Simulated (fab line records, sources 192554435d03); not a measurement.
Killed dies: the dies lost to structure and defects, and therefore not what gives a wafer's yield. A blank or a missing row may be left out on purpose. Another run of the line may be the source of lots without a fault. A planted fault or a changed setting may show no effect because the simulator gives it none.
Split-lot study -- flow n5-finfet -- on a route of 1938 steps: 7 lots, 21 wafers read

## ABOUT THE SPLIT
At N5_BEOL_M10_COAT_22 (resist thk 90 nm), the setting spin-rpm was moved away from the recipe's 1500 rpm on 7 of the 21 wafers read, by -11.1% to +6.1%. All remaining wafers had this setting at the recipe value.

## FROM THE SPLIT TO THE READING: what the file shows between them, 4 steps
- N5_BEOL_M10_EBR_24
- N5_BEOL_M10_SOFTBAKE_23: time 60 s
- N5_BEOL_M10_EXPOSE_25: exposes mask V9
- N5_BEOL_M10_PEB_26: peb time 60 s

## THE READING
CAR-ArF_of_BEOL_M10_COAT_22.thk-nm (the simulator's own value, which no gauge read), in nm, at N5_BEOL_M10_DEVELOP_27 (develop time 30 s). The file does not state a usual value for it. The 14 wafers here that ran the recipe average 88.2 nm, standard deviation 0.19 nm.

wafer,"tool, chamber at the split","spin-rpm as run, rpm",against the recipe,"CAR-ArF_of_BEOL_M10_COAT_22.thk-nm, nm",against lot-mates on the recipe
L074.1,"litho-track-04, 0",1500,recipe,88.2,-
L074.2,"litho-track-04, 0",1500,recipe,88.2,-
L074.4,"litho-track-04, 0",1500,recipe,88.2,-
L075.3,"litho-track-03, 0",1500,recipe,88.4,-
L075.4,"litho-track-03, 0",1337,-10.9%,93.6,+5.3
L075.5,"litho-track-03, 0",1500,recipe,88.2,-
L076.1,"litho-track-04, 0",1500,recipe,88.2,-
L076.4,"litho-track-04, 0",1500,recipe,88.2,-
L076.5,"litho-track-04, 0",1500,recipe,88.2,-
L077.1,"litho-track-04, 0",1500,recipe,88,-
L077.3,"litho-track-04, 0",1500,recipe,88,-
L077.6,"litho-track-04, 0",1500,recipe,88.2,-
L080.4,"litho-track-03, 0",1500,recipe,88.4,-
L080.5,"litho-track-03, 0",1334,-11.1%,93.8,+5.4
L080.6,"litho-track-03, 0",1334,-11.1%,94.4,+6.0
L083.1,"litho-track-02, 0",1564,+4.3%,86.2,-2.0
L083.2,"litho-track-02, 0",1500,recipe,88.2,-
L083.6,"litho-track-02, 0",1564,+4.3%,86.4,-1.8
L090.4,"litho-track-04, 0",1592,+6.1%,85.8,-3.0
L090.6,"litho-track-04, 0",1592,+6.1%,85.8,-3.0
L090.5,"litho-track-04, 0",1500,recipe,88.8,-

FIT RESULTS
A straight line over all 21 wafers: CAR-ArF_of_BEOL_M10_COAT_22.thk-nm changes by -0.491 nm for each +1% of spin-rpm; r = -0.99; the points scatter about the line by 0.28 nm.
The same after taking each lot's own level away (the mean of its wafers on the recipe; 21 wafers): -0.498 nm for each +1%; r = -1.00; scatter 0.15 nm.
Per that fit: largest spin-rpm move, reading shift of 5.5 nm.
Across the lots, their own levels run from 88.07 to 88.80 nm, a range of 3.9 times the standard deviation given above.
The two slopes are in agreement: the lot-to-lot level therefore moves the slope only a little.
Check: with one of the wafers moved furthest among these (-11.1%) left out of the fit, the line predicts +5.61 nm for it against its lot-mates. It came out at +5.4 nm against them.

## OTHER SPLITS APPLIED TO THESE WAFERS
Note: prior to the reading, these wafers also went through further splits. Each is held against what the fit with the lots' levels taken away leaves over:
other split on the same wafers,wafers away from the commonest value,r with CAR-ArF_of_BEOL_M10_COAT_22.thk-nm (lot level and that fit taken away)
N5_BEOL_M9_EXPOSE_08 dose-mj,11,-0.12
N5_BEOL_M10_ETCH_62 time-s,9,+0.05

## THE WHOLE CHAIN: every reading that the file lists as answering this split, in the file's order
step,what it does,reading,change (the file's fit),r (the file's)
N5_BEOL_M10_COAT_22,resist thk 90 nm,"CAR-ArF_of_BEOL_M10_COAT_22.thk-nm (the simulator's own value, which no gauge read)",-0.489 nm for each +1% of the setting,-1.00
N5_BEOL_M10_DEVELOP_27,develop time 30 s,"CAR-ArF_of_BEOL_M10_COAT_22.thk-nm (the simulator's own value, which no gauge read)",-0.497 nm for each +1% of the setting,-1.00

## THE FILE'S OWN FIT
CAR-ArF_of_BEOL_M10_COAT_22.thk-nm changes by -0.497 nm for each +1% of spin-rpm, r = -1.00.
